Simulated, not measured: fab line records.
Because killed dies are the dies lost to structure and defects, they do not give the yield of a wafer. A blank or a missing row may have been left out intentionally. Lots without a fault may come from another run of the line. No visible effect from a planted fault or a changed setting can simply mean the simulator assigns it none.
Which tool is to blame? :: flow n5_finfet :: 12 lots (36 wafers sampled), 1 step of a 1938-step route

== WHAT THE GAUGES READ, wafer by wafer ==
N5_BEOL_M1_OVL_MEAS_12.
lot: L075
measured: day 6 11:16
on: overlay-02
M1_OVL (nm): 1.8 0.8 0.1

lot: L077
measured: day 6 15:15
on: overlay-02
M1_OVL (nm): -0.6 -0.2 -1.0

lot: L080
measured: day 7 14:05
on: overlay-02
M1_OVL (nm): 0.5 0.9 -0.2

lot: L081
measured: day 7 21:11
on: overlay-01
M1_OVL (nm): -1.3 0.9 -0.2

lot: L083
measured: day 8 10:02
on: overlay-02
M1_OVL (nm): 0.6 0.8 1.2

lot: L085
measured: day 9 00:46
on: overlay-02
M1_OVL (nm): 0.5 0.0 -0.4

lot: L087
measured: day 9 07:10
on: overlay-02
M1_OVL (nm): -0.5 -0.4 -0.7

lot: L088
measured: day 10 04:15
on: overlay-01
M1_OVL (nm): 0.5 1.4 0.8

lot: L091
measured: day 10 08:23
on: overlay-02
M1_OVL (nm): 0.6 -0.7 0.5

lot: L093
measured: day 10 19:25
on: overlay-02
M1_OVL (nm): 0.0 -0.2 0.2

lot: L095
measured: day 11 12:09
on: overlay-02
M1_OVL (nm): 0.5 0.9 0.7

lot: L097
measured: day 11 20:34
on: overlay-02
M1_OVL (nm): 1.2 0.6 0.1

== WHAT TOOL EACH LOT RAN ON (gives the tool, then ch and the chambers of the sampled wafers, and finally the start) ==
There is no process step in the record ahead of these readings.

== THE ANSWER, worked out from the rows above alone ==
Rule: usual is defined by the lots themselves. The widest of any qualifying gaps counts: lots, ordered by their means at a reading, are off when they make up no more than a third of the lots, leave a main group of 4 or more, and stand apart from it by 3 or more times the standard deviation of that group's means. The tables above print the reading to a certain number of digits; a main group whose means all agree to those digits is not used. A lot without any number at a reading at which 4 lots or more have one is off too. Any other lot the step has rows for is counted as sound.
Nothing can be told from this: no lot is off at any reading shown.

== WHAT WAS PUT IN BY THE SIMULATOR ==
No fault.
